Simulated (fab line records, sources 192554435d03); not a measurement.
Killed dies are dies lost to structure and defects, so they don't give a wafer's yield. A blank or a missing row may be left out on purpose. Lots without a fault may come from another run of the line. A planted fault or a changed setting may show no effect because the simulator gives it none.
fab line records | flow n5_finfet | part 2 of 2: steps 26 to 38 of 38
record lots=5 wafers=15 last_day=15
route steps=1938 shown STI_FIN_REVEAL@184 DUMMY_GATE@212
lots that met no fault: from a run of the same line without faults
start_h: hours from the record's first day to the start of the lot's first wafer shown | wait_h: hours since the lot's step before | " the same as in the row above | L1.1+2: a row that stands for several wafers | - no value, or no start given | * or withheld: withheld | < > ~ a bound
route shown NAME@n: a module of which the file shows steps, and the number in the route of the first | usual: mean/standard deviation of fault-free wafers | same: alike in all rows | chamber/n: place in a boat | sites: the reading at each site | _std_site: their standard deviation | _edge_site: outer sites' mean less inner sites' | radius_mm: how far each site lies from the wafer's centre | mask NAME#n: copy n | behind: the tool/chamber that last shaped the wafer | hold: why the lot was held/for how many hours/how that ended | device: the transistor (n, p or np) that didn't switch | end of line: the same wafers' tests at the end of the route | a step without rows: its recipe alone | killed: dies lost to structure and defects at the first sort, not the wafer's yield | map: a wafer's dies, x killed, . not, _ none there
set.NAME: the setting as run; set.NAME@STEP: as run at that earlier step | model.NAME: the simulator's own value behind a step, which no gauge read
lots at some steps of the route; a table a step, a row a wafer
services: from which hour (start_h, from the record's first day; less than 0 if before it) a tool's chamber was out of use, for how many hours, and why
## steps
# step N5_STI_FIN_REVEAL_PRECLEAN_18
# recipe chemistry=SC2 time_s=45 temp_c=35 mix=1:1:50
# columns lot.wafer tool chamber start_h wait_h
L075.1+3+6 wet_bench-02 7,3,5 44.44 0.1
L077.3+5+6 wet_bench-02 4,3,1 56.44 0.0
L083.1+2+5 wet_bench-06 1,0,4 92.22 0.0
L085.2+3+5 wet_bench-03 4,6,5 105.62 0.0
L090.2+3+5 wet_bench-02 1,5,2 133.78 0.0
# step N5_STI_FIN_REVEAL_SRD_28
# recipe dry=ipa_marangoni time_s=30 temp_c=23 rinse_liquid=diw
# columns lot.wafer tool chamber start_h wait_h
L075.1+3+6 wet_bench-02 7,3,5 44.46 0.0
L077.3+5+6 wet_bench-02 4,3,1 56.45 0.0
L083.1+2+5 wet_bench-06 1,0,4 92.24 0.0
L085.2+3+5 wet_bench-03 4,6,5 105.65 0.0
L090.2+3+5 wet_bench-02 1,5,2 133.79 0.0
# step N5_STI_FIN_REVEAL_INSPECT_13
# recipe inspect_instrument=darkfield mode=post_clean
# usual raw_defect_count=12/6.1
# columns lot.wafer tool chamber start_h wait_h raw_defect_count
L075.1 defect_inspect-02 - 44.50 0.0 6
L075.3 " - " " 5
L075.6 " - " " 8
L077.3 defect_inspect-02 - 56.49 0.0 8
L077.5 " - " " 4
L077.6 " - " " 8
L083.1 defect_inspect-01 - 92.28 0.0 7
L083.2 " - " " 10
L083.5 " - " " 11
L085.2 defect_inspect-01 - 105.71 0.0 10
L085.3 " - " " 9
L085.5 " - " " 10
L090.2 defect_inspect-02 - 133.83 0.0 10
L090.3 " - " " 5
L090.5 " - " " 11
# step N5_DUMMY_GATE_PRECLEAN_00
# recipe chemistry=O3/DIW time_s=60 temp_c=22 o3_ppm=10
# columns lot.wafer tool chamber start_h wait_h
L075.1+3+6 wet_bench-05 4,7,6 44.53 0.0
L077.3+5+6 wet_bench-01 2,5,0 56.52 0.0
L083.1+2+5 wet_bench-01 6,4,0 92.31 0.0
L085.2+3+5 wet_bench-04 3,7,1 105.74 0.0
L090.2+3+5 wet_bench-04 1,6,7 133.86 0.0
# step N5_DUMMY_GATE_SRD_01
# recipe time_s=30 temp_c=23 rinse_liquid=diw dry=ipa_marangoni
# columns lot.wafer tool chamber start_h wait_h
L075.1+3+6 wet_bench-05 4,7,6 44.55 0.0
L077.3+5+6 wet_bench-01 2,5,0 56.54 0.0
L083.1+2+5 wet_bench-01 6,4,0 92.33 0.0
L085.2+3+5 wet_bench-04 3,7,1 105.76 0.0
L090.2+3+5 wet_bench-04 1,6,7 133.88 0.0
# step N5_DUMMY_GATE_ALD_02
# recipe material=SiO2 target_thk_a=20 temp_c=300 ald_precursor_family=BDEAS ald_co_reactant=O2-plasma pulse_time_s=1 pressure_torr=2
# usual heater_power_w=479/46 precursor_pulse_height_rel=1.001/0.02
# columns lot.wafer tool chamber start_h wait_h heater_power_w precursor_pulse_height_rel
L075.1 ald_sin-02 1 44.67 0.1 515 0.970
L075.3 " 2 " " 458 0.978
L075.6 " 0 " " 480 0.997
L077.3 ald_sin-03 0 56.60 0.0 481 1.019
L077.5 " 0 " " 466 1.001
L077.6 " 1 " " 453 0.995
L083.1 ald_sin-04 1 92.37 0.0 433 0.997
L083.2 " 0 " " 512 1.018
L083.5 " 3 " " 503 1.012
L085.2 ald_sin-03 2 105.80 0.0 389 0.998
L085.3 " 3 " " 576 0.994
L085.5 " 2 " " 396 0.984
L090.2 ald_sin-03 1 133.99 0.1 443 1.016
L090.3 " 2 " " 393 1.025
L090.5 " 0 " " 457 1.000
# step N5_DUMMY_GATE_CVD_03
# recipe material=a-Si target_thk_a=1500 temp_c=530 precursor=SiH4 time_s=8042
# columns lot.wafer tool chamber start_h wait_h
L075.1+3+6 lpcvd-02 0/40,0/50,0/64 44.77 0.1
L077.3+5+6 lpcvd-01 1/75,1/84,1/89 56.70 0.1
L083.1+2+5 lpcvd-02 0/40,0/45,0/59 92.48 0.1
L085.2+3+5 lpcvd-02 1/20,1/25,1/34 105.91 0.1
L090.2+3+5 lpcvd-02 0/45,0/50,0/59 134.10 0.1
# step N5_DUMMY_GATE_PRECLEAN_46
# recipe chemistry=DIW time_s=89.5 temp_c=23
# columns lot.wafer tool chamber start_h wait_h
L075.1+3+6 wet_bench-05 6,4,5 48.45 0.0
L077.3+5+6 wet_bench-05 7,6,5 60.38 0.0
L083.1+2+5 wet_bench-04 2,5,6 96.16 0.0
L085.2+3+5 wet_bench-04 3,4,7 109.58 0.0
L090.2+3+5 wet_bench-04 0,3,4 137.78 0.0
# step N5_DUMMY_GATE_SRD_47
# recipe dry_time_s=32 dry=n2_spin spin_rpm=1500
# columns lot.wafer tool chamber start_h wait_h
L075.1+3+6 wet_bench-05 6,4,5 48.48 0.0
L077.3+5+6 wet_bench-05 7,6,5 60.41 0.0
L083.1+2+5 wet_bench-04 2,5,6 96.18 0.0
L085.2+3+5 wet_bench-04 3,4,7 109.61 0.0
L090.2+3+5 wet_bench-04 0,3,4 137.80 0.0
# step N5_DUMMY_GATE_CMP_04
# recipe material=a-Si post_cmp_clean=alkaline_brush
# usual edge_zone_pressure_frac=1.000/0.0051 motor_current_A=9.9/1.2 time_to_endpoint_s=14.4/2.5
# columns lot.wafer tool chamber start_h wait_h edge_zone_pressure_frac motor_current_A time_to_endpoint_s
L075.3 cmp-04 0 48.51 0.0 0.994 10.0 13.5
L075.1 " 3 " " 1.005 10.4 10.0
L075.6 " 0 " " 0.995 10.5 12.0
L077.3 cmp-02 0 60.50 0.1 1.003 9.5 14.1
L077.6 " 2 " " 0.998 8.7 15.8
L077.5 " 3 " " 1.007 11.1 12.9
L083.1 cmp-02 2 96.22 0.0 1.000 8.8 21.4
L083.2 " 0 " " 1.001 9.8 17.1
L083.5 " 3 " " 1.001 10.9 14.6
L085.3 cmp-02 1 109.64 0.0 0.998 8.0 16.9
L085.2 " 0 " " 1.005 9.9 17.2
L085.5 " 1 " " 1.002 8.2 17.8
L090.2 cmp-02 1 137.83 0.0 1.003 7.7 16.9
L090.3 " 2 " " 0.999 9.3 20.8
L090.5 " 2 " " 1.007 9.2 19.4
# step N5_DUMMY_GATE_THK_MEAS_05
# usual thk_nm=72.1/1
# columns lot.wafer tool chamber start_h wait_h thk_nm
L075.1 film_metro-01 - 48.75 0.1 72.0
L075.3 " - " " 72.5
L075.6 " - " " 73.6
L077.3 film_metro-02 - 60.68 0.1 72.7
L077.5 " - " " 72.4
L077.6 " - " " 74.1
L083.1 film_metro-02 - 96.46 0.2 74.0
L083.2 " - " " 72.5
L083.5 " - " " 73.8
L085.2 film_metro-02 - 109.89 0.1 71.6
L085.3 " - " " 72.0
L085.5 " - " " 72.9
L090.2 film_metro-02 - 138.08 0.2 73.4
L090.3 " - " " 71.5
L090.5 " - " " 72.4
# step N5_DUMMY_GATE_HM_DEP_06
# recipe material=SiNx target_thk_a=800 precursor=DCS/NH3 temp_c=700 pressure_mtorr=300 time_s=5141
# usual pressure_mtorr=300.0/0.43
# columns lot.wafer tool chamber start_h wait_h pressure_mtorr
L075.1 lpcvd-02 0/40 48.78 0.0 299.7
L075.3 " 0/50 " " 299.7
L075.6 " 0/64 " " 299.7
L077.3 lpcvd-02 1/75 60.71 0.0 300.3
L077.5 " 1/84 " " 300.3
L077.6 " 1/89 " " 300.3
L083.1 lpcvd-01 0/15 96.49 0.0 299.7
L083.2 " 0/20 " " 299.7
L083.5 " 0/34 " " 299.7
L085.2 lpcvd-01 1/70 109.91 0.0 300.0
L085.3 " 1/75 " " 300.0
L085.5 " 1/84 " " 300.0
L090.2 lpcvd-01 1/20 138.11 0.0 299.7
L090.3 " 1/25 " " 299.7
L090.5 " 1/34 " " 299.7
# step N5_DUMMY_GATE_PECVD_30
# recipe material=SiO2 target_thk_a=550 temp_c=400 precursor=TEOS/O2 pressure_torr=6.5 rf_w=withheld teos_flow_sccm=withheld gas=O2 flow_sccm=2650 time_s=10.8
# columns lot.wafer tool chamber start_h wait_h
L075.1+3+6 pecvd-01 0 52.72 0.0
L077.3+5+6 pecvd-03 1,2,1 64.66 0.0
L083.1+2+5 pecvd-04 2,0,1 100.44 0.0
L085.2+3+5 pecvd-03 0,1,2 113.85 0.0
L090.2+3+5 pecvd-04 0,2,2 142.05 0.0
## services
# columns tool chamber start_h hours kind
cmp-02 - 12.28 2.5 repair
ald_sin-03 2 17.52 9.0 repair
fcvd-01 - 22.37 0.2 repair
cmp-02 - 25.24 8.8 pm
pecvd-04 - 27.16 1.7 repair
ald_sin-04 - 27.34 14.6 pm
rie_diel-05 1 31.28 5.0 repair
cmp-02 - 35.76 2.4 repair
ald_sin-03 - 36.25 0.8 pm
rie_si-03 - 36.63 14.6 pm
furnace-03 - 36.95 11.7 repair
vapor_etch-02 - 43.66 0.7 repair
cmp-02 - 47.98 4.7 pm
fcvd-01 - 50.51 3.1 repair
rie_diel-05 - 55.14 2.8 pm
ald_sin-03 3 59.35 14.9 repair
cmp-02 - 63.53 1.0 repair
pecvd-03 - 67.91 0.6 repair
wet_bench-05 - 73.76 1.2 repair
lpcvd-01 - 78.74 6.0 pm
ald_sin-01 - 85.45 14.0 pm
rie_diel-04 0 96.43 3.4 repair
fcvd-01 - 105.25 0.4 repair
ald_sin-03 1 138.49 4.2 repair
